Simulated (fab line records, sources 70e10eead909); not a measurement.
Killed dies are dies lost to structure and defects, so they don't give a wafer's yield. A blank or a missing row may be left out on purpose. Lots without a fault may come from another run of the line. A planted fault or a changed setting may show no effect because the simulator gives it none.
fab line records | flow nand_harc
record lots=11 wafers=33 last_day=33
route steps=1302 shown A_CHANNEL_HOLE_D2@599 A_CHANNEL_FILL_D2@614 END@1302
lots that met no fault: from a run of the same line without faults
start_h: hours from the record's first day to the start of the lot's first wafer shown | wait_h: hours since the lot's step before | " the same as in the row above | L1.1+2: a row that stands for several wafers | - no value, or no start given | * or withheld: withheld | < > ~ a bound
route shown NAME@n: a module of which the file shows steps, and the number in the route of the first | usual: mean/standard deviation of fault-free wafers | same: alike in all rows | chamber/n: place in a boat | sites: the reading at each site | _std_site: their standard deviation | _edge_site: outer sites' mean less inner sites' | radius_mm: how far each site lies from the wafer's centre | mask NAME#n: copy n | behind: the tool/chamber that last shaped the wafer | hold: why the lot was held/for how many hours/how that ended | device: the transistor (n, p or np) that didn't switch | end of line: the same wafers' tests at the end of the route | a step without rows: its recipe alone | killed: dies lost to structure and defects at the first sort, not the wafer's yield | map: a wafer's dies, x killed, . not, _ none there
set.NAME: the setting as run; set.NAME@STEP: as run at that earlier step | model.NAME: the simulator's own value behind a step, which no gauge read
steps of the route over a sample of lots; a table a step, a row a wafer
services: from which hour (start_h, from the record's first day; less than 0 if before it) a tool's chamber was out of use, for how many hours, and why
## steps
# step NHARC_A_CHANNEL_HOLE_D2_ETCH_27
# recipe bias_v=400 source_w=2000 pressure_mtorr=25 time_s=90 ar_flow_sccm=375 c4f8_flow_sccm=41.7 o2_flow_sccm=83.3 temp_c=-20 target_depth_a=4000 chemistry=C4F8/O2/Ar
# usual chamber_pressure_mTorr=24.998/0.024 drypump_motor_current_A=5.9/0.52 showerhead_plenum_p_Torr=3.72/0.15 throttle_valve_pct=27.619/0.0087
# columns lot.wafer tool chamber start_h wait_h chamber_pressure_mTorr drypump_motor_current_A rf_hours_counter_h showerhead_plenum_p_Torr throttle_valve_pct
L830.4 har_etch-02 1 292.51 0.2 24.975 5.0 - 3.61 27.615
L830.3 " 0 " " 25.032 5.8 - 3.65 27.626
L830.5 " 1 " " 24.926 5.0 - 3.61 27.631
L829.3 har_etch-01 1 317.21 0.2 24.997 5.9 - 3.62 27.620
L829.4 " 0 " " 24.988 6.5 - 3.73 27.621
L829.6 " 0 " " 25.024 6.5 - 3.73 27.629
L834.2 har_etch-02 0 339.20 0.2 25.003 5.8 386 3.63 27.619
L834.1 " 1 " " 24.990 5.0 371 3.60 27.624
L834.6 " 1 " " 25.034 5.0 - 3.60 27.613
L835.1 har_etch-01 0 354.40 0.2 24.978 6.5 195 3.72 27.615
L835.4 " 0 " " 25.024 6.5 - 3.72 27.623
L835.5 " 0 " " 25.041 6.5 - 3.72 27.623
L839.4 har_etch-01 1 406.42 0.2 24.971 6.0 - 3.59 27.616
L839.5 " 0 " " 24.964 6.4 - 3.70 27.619
L839.6 " 1 " " 24.979 5.9 - 3.59 27.614
L840.1 har_etch-02 1 416.53 0.2 24.964 4.9 11 3.97 27.612
L840.3 " 1 " " 25.025 5.0 - 3.97 27.610
L840.5 " 0 " " 25.031 5.8 - 3.97 27.631
L846.3 har_etch-02 1 474.83 0.2 25.029 5.0 - 3.96 27.626
L846.5 " 1 " " 24.978 5.0 - 3.96 27.595
L846.6 " 0 " " 25.002 5.8 - 3.96 27.622
L845.4 har_etch-01 1 475.00 0.2 25.001 6.0 - 3.57 27.623
L845.3 " 0 " " 25.017 6.4 - 3.68 27.614
L845.5 " 0 " " 25.015 6.5 - 3.68 27.628
L847.1 har_etch-02 1 478.92 0.2 25.007 5.0 46 3.95 27.619
L847.3 " 0 " " 24.998 5.8 - 3.95 27.638
L847.6 " 1 " " 25.002 5.0 - 3.95 27.632
L850.2 har_etch-01 0 509.11 0.2 24.985 6.5 294 3.66 27.603
L850.3 " 0 " " 25.030 6.5 - 3.66 27.612
L850.4 " 1 " " 25.017 5.9 - 3.56 27.626
L851.1 har_etch-01 0 518.10 0.2 24.971 6.4 298 3.66 27.623
L851.2 " 1 " " 24.982 5.9 298 3.55 27.627
L851.3 " 1 " " 24.967 5.9 - 3.55 27.615
# step NHARC_A_CHANNEL_HOLE_D2_INSPECT_40
# usual raw_defect_count=296/78
# columns lot.wafer tool chamber start_h wait_h hold raw_defect_count
L830.3 defect_inspect-02 - 294.18 - - 301
L830.4 " - " " - 275
L830.5 " - " " - 350
L829.3 defect_inspect-02 - 318.88 - - 258
L829.4 " - " " - 218
L829.6 " - " " - 267
L834.1 defect_inspect-02 - 340.93 - - 308
L834.2 " - " " - 411
L834.6 " - " " - 352
L835.1 defect_inspect-01 - 356.10 - - 228
L835.4 " - " " - 200
L835.5 " - " " - 286
L839.4 defect_inspect-01 - 408.06 - - 316
L839.5 " - " " - 432
L839.6 " - " " - 275
L840.1 defect_inspect-01 - 418.26 - - 389
L840.3 " - " " - 297
L840.5 " - " " - 251
L846.3 defect_inspect-01 - 476.51 - await_dispo/0.2h/release 1181
L846.5 " - " " await_dispo/0.2h/release 1138
L846.6 " - " " await_dispo/0.2h/release 1128
L846.3 defect_inspect-01 - 476.68 0.2 - 1174
L846.5 " - " " - 1129
L846.6 " - " " - 1126
L845.3 defect_inspect-02 - 476.69 - - 299
L845.4 " - " " - 285
L845.5 " - " " - 356
L847.1 defect_inspect-01 - 480.64 - await_dispo/0.2h/release 1058
L847.3 " - " " await_dispo/0.2h/release 1036
L847.6 " - " " await_dispo/0.2h/release 1031
L847.1 defect_inspect-01 - 480.82 0.2 - 1041
L847.3 " - " " - 1035
L847.6 " - " " - 1030
L850.2 defect_inspect-01 - 510.87 - - 235
L850.3 " - " " - 310
L850.4 " - " " - 236
L851.1 defect_inspect-02 - 519.84 - - 199
L851.2 " - " " - 286
L851.3 " - " " - 240
# step NHARC_A_CHANNEL_FILL_D2_ALD_14
# recipe target_thk_a=25 pulse_time_s=10 ald_cycles=25 temp_c=300 material=SiO2
# usual heater_power_w=464/32 precursor_pulse_height_rel=0.999/0.02
# same pulse_time_s=10
# columns lot.wafer tool chamber start_h wait_h heater_power_w precursor_pulse_height_rel
L830.3 ald_hk-04 3 301.48 0.0 455 1.038
L830.4 " 0 " " 473 1.025
L830.5 " 0 " " 462 1.021
L829.4 ald_hk-04 0 326.15 0.1 452 1.051
L829.3 " 1 " " 440 1.011
L829.6 " 3 " " 473 0.972
L834.1 ald_hk-04 2 348.16 0.0 476 0.984
L834.2 " 3 " " 444 0.969
L834.6 " 3 " " 456 1.006
L835.4 ald_hk-02 2 363.24 0.0 445 0.978
L835.1 " 3 " " 469 1.028
L835.5 " 3 " " 469 0.968
L839.4 ald_hk-04 0 415.39 0.1 459 1.011
L839.5 " 2 " " 487 1.006
L839.6 " 3 " " 467 0.974
L840.1 ald_hk-04 0 425.49 0.1 446 1.002
L840.3 " 1 " " 423 1.034
L840.5 " 0 " " 447 0.957
L845.4 ald_hk-02 0 483.77 0.1 466 0.995
L845.3 " 1 " " 493 1.009
L845.5 " 3 " " 467 1.002
L846.3 ald_hk-02 1 484.06 0.4 493 0.974
L846.6 " 2 " " 454 1.020
L846.5 " 3 " " 471 1.014
L847.3 ald_hk-03 3 490.02 0.1 431 0.992
L847.1 " 0 " " 542 1.024
L847.6 " 2 " " 481 1.037
L850.3 ald_hk-04 3 518.13 0.0 434 0.991
L850.4 " 0 " " 476 0.978
L850.2 " 1 " " 421 0.961
L851.2 ald_hk-03 3 527.08 0.0 425 1.014
L851.1 " 0 " " 549 1.008
L851.3 " 1 " " 426 0.980
# step NHARC_A_CHANNEL_FILL_D2_ETCHBACK_20
# recipe target_depth_a=270 time_s=13.5 c4f8_flow_sccm=withheld o2_flow_sccm=8 ar_flow_sccm=withheld rf_w=600 bias_w=1500 chemistry=C4F8/O2/Ar
# usual chamber_pressure_mTorr=24.999/0.022 oes_product_au=0.988/0.024 rf_vpp_V=980/6.6
# columns lot.wafer tool chamber start_h wait_h chamber_pressure_mTorr oes_product_au rf_hours_counter_h rf_vpp_V
L830.4 rie_diel-01 1 319.83 - 24.982 1.007 2.5 983
L830.3 " 3 " " 25.037 0.994 2.2 982
L830.5 " 1 " " 25.013 1.002 - 983
L829.3 rie_diel-11 1 343.38 - 25.056 0.970 2.7 988
L829.4 " 2 " " 24.988 0.953 3.1 972
L829.6 " 2 " " 24.954 0.968 - 970
L834.2 rie_diel-01 1 365.25 - 24.979 0.973 3.3 984
L834.1 " 3 " " 25.043 0.953 3.0 985
L834.6 " 0 " " 25.006 0.962 - 977
L835.1 rie_diel-11 3 380.50 - 24.985 0.990 4.7 988
L835.4 " 0 " " 25.004 1.003 4.7 971
L835.5 " 2 " " 24.992 1.007 - 973
L839.4 rie_diel-10 2 432.43 - 25.007 1.005 0.1 980
L839.5 " 1 " " 25.005 0.986 - 969
L839.6 " 2 " " 25.028 1.003 - 982
L840.1 rie_diel-01 1 442.50 - 25.036 1.012 2.0 983
L840.3 " 2 " " 24.973 0.996 2.3 988
L840.5 " 0 " " 25.011 0.996 - 975
L845.4 rie_diel-11 0 500.41 - 24.987 0.934 0.8 972
L845.3 " 3 " " 24.963 0.926 0.9 986
L845.5 " 0 " " 24.986 0.928 - 973
L846.3 rie_diel-01 1 500.47 - 24.990 1.015 3.8 983
L846.6 " 2 " " 24.974 0.998 - 989
L846.5 " 3 " " 25.035 1.014 - 984
L847.1 rie_diel-11 2 505.93 - 25.000 0.974 0.9 971
L847.3 " 1 " " 25.037 0.979 0.9 986
L847.6 " 2 " " 24.951 0.974 - 971
L850.3 rie_diel-01 3 534.79 - 24.989 1.007 4.7 983
L850.4 " 0 " " 25.005 0.995 4.7 975
L850.2 " 2 " " 25.002 0.992 5.4 988
L851.1 rie_diel-01 3 544.24 - 25.003 1.014 5.0 982
L851.2 " 1 " " 24.983 0.999 4.5 983
L851.3 " 2 " " 24.990 0.998 5.7 989
# step NHARC_A_CHANNEL_FILL_D2_STRIP_28
# recipe time_s=20 o2_flow_sccm=500 ar_flow_sccm=0 bias_w=0 chemistry=O2
# usual chamber_pressure_mTorr=60.00/0.057 drypump_motor_current_A=5.7/0.54 oes_product_au=1.002/0.0063 rf_vpp_V=57.8/0.96 showerhead_plenum_p_Torr=3.59/0.16 throttle_valve_pct=17.037/0.01
# columns lot.wafer tool chamber start_h wait_h chamber_pressure_mTorr drypump_motor_current_A oes_product_au rf_hours_counter_h rf_vpp_V showerhead_plenum_p_Torr throttle_valve_pct
L830.4 rie_diel-01 3 319.92 0.1 59.93 4.7 1.001 2.2 60.0 3.64 17.037
L830.3 " 0 " " 59.96 5.8 1.006 2.3 57.9 3.47 17.033
L830.5 " 3 " " 60.01 4.7 1.001 - 57.9 3.64 17.032
L829.3 rie_diel-11 0 343.47 0.1 60.02 5.9 1.012 3.2 57.5 3.36 17.049
L829.4 " 2 " " 60.07 5.7 1.008 3.1 56.1 3.36 17.045
L829.6 " 1 " " 60.08 5.5 0.991 - 56.9 3.73 17.033
L834.1 rie_diel-01 3 365.34 0.1 59.84 4.7 1.003 3.0 58.4 3.64 17.029
L834.2 " 0 " " 60.02 5.8 1.010 3.0 57.7 3.47 17.037
L834.6 " 2 " " 59.93 6.1 0.998 - 59.2 3.79 17.034
L835.4 rie_diel-11 0 380.57 0.1 60.08 6.0 1.000 4.7 58.5 3.36 17.052
L835.1 " 3 " " 59.94 5.2 0.999 4.7 56.6 3.76 17.035
L835.5 " 1 " " 59.98 5.5 0.996 - 58.3 3.73 17.041
L839.4 rie_diel-10 0 432.51 0.1 60.01 5.7 1.008 0.0 58.6 3.70 17.046
L839.5 " 2 " " 59.90 5.8 1.003 - 56.8 3.58 17.036
L839.6 " 3 " " 59.96 6.4 0.999 - 57.5 3.55 17.048
L840.3 rie_diel-01 0 442.58 0.1 59.97 5.8 0.994 1.8 56.0 3.47 17.044
L840.1 " 1 " " 59.97 6.6 1.004 2.0 58.1 3.65 17.047
L840.5 " 0 " " 59.98 5.8 0.997 - 57.2 3.47 17.028
L845.4 rie_diel-11 1 500.51 0.1 60.10 5.5 0.996 0.8 57.9 3.73 17.044
L845.3 " 3 " " 59.99 5.2 1.005 0.9 58.6 3.76 17.027
L845.5 " 1 " " 60.05 5.5 1.001 - 58.3 3.73 17.044
L846.3 rie_diel-01 1 500.54 0.1 60.03 6.7 1.021 3.8 56.6 3.65 17.027
L846.5 " 0 " " 59.98 5.8 1.008 - 57.0 3.47 17.033
L846.6 " 1 " " 59.91 6.7 1.003 - 57.6 3.65 17.057
L847.3 rie_diel-11 3 506.03 0.1 60.10 5.2 0.997 1.0 59.0 3.76 17.030
L847.1 " 0 " " 60.00 5.9 1.002 0.9 55.5 3.36 17.034
L847.6 " 2 " " 60.00 5.7 1.007 - 57.7 3.35 17.037
L850.4 rie_diel-01 0 534.89 0.1 59.92 5.8 1.004 4.7 58.0 3.47 17.043
L850.2 " 1 " " 60.08 6.7 0.996 4.3 57.8 3.65 17.056
L850.3 " 3 " " 59.86 4.7 1.009 4.7 57.4 3.64 17.039
L851.3 rie_diel-01 0 544.33 0.1 59.86 5.8 0.999 4.9 57.8 3.47 17.039
L851.2 " 1 " " 59.98 6.6 1.007 4.5 57.6 3.65 17.032
L851.1 " 3 " " 59.98 4.7 1.001 5.0 59.3 3.64 17.023
# step NHARC_END_SORT_01
# recipe temp_c=25
# usual killed_at_array=53/18 killed_at_other=0.9/1.3 killed_at_periphery=4/3.1 killed_dies=58/18 killed_open=3.4/2 killed_short=2.5/1.8
# same gross_dies=677
# columns lot.wafer tool chamber start_h wait_h killed_at_array killed_at_other killed_at_periphery killed_dies killed_open killed_short
L839.4 prober-01 0 683.91 3.4 52 0 3 55 3 6
L839.5 prober-01 0 684.71 3.7 56 0 2 58 2 2
L839.6 prober-01 0 685.51 4.0 61 0 0 61 5 4
L846.3 prober-02 0 739.03 3.1 143 0 6 149 1 4
L846.5 prober-02 0 740.63 3.7 154 4 11 169 7 1
L846.6 prober-02 0 741.43 4.0 120 1 7 128 4 2
L847.1 prober-01 0 767.91 2.5 133 0 1 134 2 3
L847.3 prober-01 0 769.50 3.1 84 1 12 97 1 3
L847.6 prober-01 0 771.88 4.0 120 2 4 126 2 2
# killed by level:class
L839.4 A_SLIT:chamber_film_flake=22 A_CHANNEL_HOLE_D2:chamber_film_flake=10 A_CONTACT:chamber_film_flake=7 P_M0:geometric_particle:open=2 A_WL_FILL:geometric_particle:short=2 A_CHANNEL_HOLE_D1:chamber_film_flake=2 A_CHANNEL_FILL_D2:chamber_film_flake=2 A_CHANNEL_FILL_D1:geometric_particle:short=1
L839.5 A_SLIT:chamber_film_flake=21 A_CHANNEL_HOLE_D2:chamber_film_flake=14 A_CONTACT:chamber_film_flake=8 A_CHANNEL_HOLE_D1:chamber_film_flake=4 A_DECK1_JOINT:chamber_film_flake=4 A_CHANNEL_FILL_D1:geometric_particle:short=1 A_DECK1_JOINT:geometric_particle:open=1 A_CHANNEL_FILL_D2:geometric_particle:open=1
L839.6 A_SLIT:chamber_film_flake=25 A_CHANNEL_HOLE_D2:chamber_film_flake=14 A_CONTACT:chamber_film_flake=7 A_ONON_D2:geometric_particle:short=2 A_CHANNEL_FILL_D2:geometric_particle:open=2 A_CHANNEL_FILL_D2:chamber_film_flake=2 A_STAIRCASE:chamber_film_flake=2 A_CHANNEL_FILL_D1:geometric_particle:open=1
L846.3 A_CHANNEL_HOLE_D2:unspecified=93 A_SLIT:chamber_film_flake=29 A_CHANNEL_HOLE_D1:chamber_film_flake=15 P_M2:chamber_film_flake=4 P_CONTACT:geometric_particle:short=1 A_ONON_D1:geometric_particle:short=1 A_DECK1_JOINT:geometric_particle:open=1 A_STAIRCASE:geometric_particle:short=1
L846.5 A_CHANNEL_HOLE_D2:unspecified=99 A_SLIT:chamber_film_flake=28 A_CHANNEL_HOLE_D1:chamber_film_flake=15 THIN_TSV:chamber_film_flake=4 P_M0:geometric_particle:open=3 P_GATE:chamber_film_flake=3 A_STAIRCASE:chamber_film_flake=3 P_ZERO_WELL:chamber_film_flake=2
L846.6 A_CHANNEL_HOLE_D2:unspecified=43 A_CHANNEL_HOLE_D1:chamber_film_flake=32 A_SLIT:chamber_film_flake=32 P_ZERO_WELL:chamber_film_flake=4 A_CONTACT:chamber_film_flake=4 P_M2:chamber_film_flake=3 A_BLC:geometric_particle:open=2 A_WL_FILL:chamber_film_flake=2
L847.1 A_CHANNEL_HOLE_D2:unspecified=92 A_CHANNEL_HOLE_D1:chamber_film_flake=19 A_CONTACT:chamber_film_flake=8 A_SLIT:chamber_film_flake=6 A_CHANNEL_HOLE_D2:chamber_film_flake=2 A_ONON_D1:geometric_particle:open=1 A_CHANNEL_FILL_D1:geometric_particle:open=1 A_ONON_D2:geometric_particle:short=1
L847.3 A_CHANNEL_HOLE_D2:unspecified=47 A_CHANNEL_HOLE_D1:chamber_film_flake=12 A_CONTACT:chamber_film_flake=11 P_GATE:chamber_film_flake=9 A_STAIRCASE:chamber_film_flake=5 A_SLIT:chamber_film_flake=5 P_CONTACT:geometric_particle:short=1 P_M0:geometric_particle:open=1
L847.6 A_CHANNEL_HOLE_D2:unspecified=89 A_CHANNEL_HOLE_D1:chamber_film_flake=15 A_CONTACT:chamber_film_flake=7 P_M2:chamber_film_flake=3 A_STAIRCASE:chamber_film_flake=2 THIN_TSV:chamber_film_flake=2 A_ONON_D1:geometric_particle:short=1 A_CHANNEL_FILL_D1:geometric_particle:short=1
## services
# columns tool chamber start_h hours kind
rie_diel-10 3 290.69 6.7 repair
rie_diel-11 0 321.25 2.1 repair
rie_diel-10 2 322.05 2.7 repair
rie_diel-11 1 328.37 3.0 repair
rie_diel-01 0 336.82 9.0 repair
rie_diel-11 1 345.06 5.2 repair
ald_hk-02 - 349.30 10.0 pm
rie_diel-10 - 362.11 0.2 repair
rie_diel-10 3 377.83 27.7 repair
rie_diel-01 3 377.88 2.0 repair
rie_diel-01 - 380.87 9.0 pm
har_etch-02 - 382.53 17.0 pm
rie_diel-11 1 388.81 2.1 repair
ald_hk-03 - 390.00 10.0 pm
ald_hk-04 - 405.85 0.3 repair
rie_diel-11 1 430.58 3.1 repair
rie_diel-11 - 431.28 10.7 repair
har_etch-01 - 431.52 1.5 repair
ald_hk-04 - 432.49 10.0 pm
rie_diel-01 3 474.94 6.9 repair
rie_diel-01 1 502.91 4.8 repair
rie_diel-01 1 516.74 14.3 repair
rie_diel-01 2 526.54 5.2 repair
ald_hk-02 - 527.30 10.0 pm
## key
first_sign step=NHARC_A_CHANNEL_HOLE_D2_INSPECT_40 reading=visit direction=added
effect step=NHARC_A_CHANNEL_HOLE_D2_INSPECT_40 reading=raw_defect_count direction=up sigmas=10 usual=296 struck=1095
effect step=NHARC_END_SORT_01 reading=killed_dies direction=up sigmas=4.2 usual=58 struck=134
more_kills_born_at NHARC_A_CHANNEL_HOLE_D2_ETCH_27@har_etch-02=454
met_at NHARC_A_CHANNEL_HOLE_D2_ETCH_27
struck_lots L846,L847
tester_left_out L846,L847
not_acting_at NHARC_A_CHANNEL_FILL_D2_ALD_14,NHARC_A_CHANNEL_FILL_D2_ETCHBACK_20,NHARC_A_CHANNEL_FILL_D2_STRIP_28
onset_between 416.53 474.83
fault kind=chamber_particle_source tool=har_etch-02 chamber=- onset_h=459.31 steps=NHARC_A_CHANNEL_HOLE_D2_ETCH_27 rate_per_visit_cm2=1.3093 end_h=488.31
# tester_left_out: of these lots the tester's yield and bins aren't shown, on N5 and GAA mostly nor the transistor test; their killed dies are dies lost to structure and defects alone, not to doping, threshold or leakage, so they don't give the yield
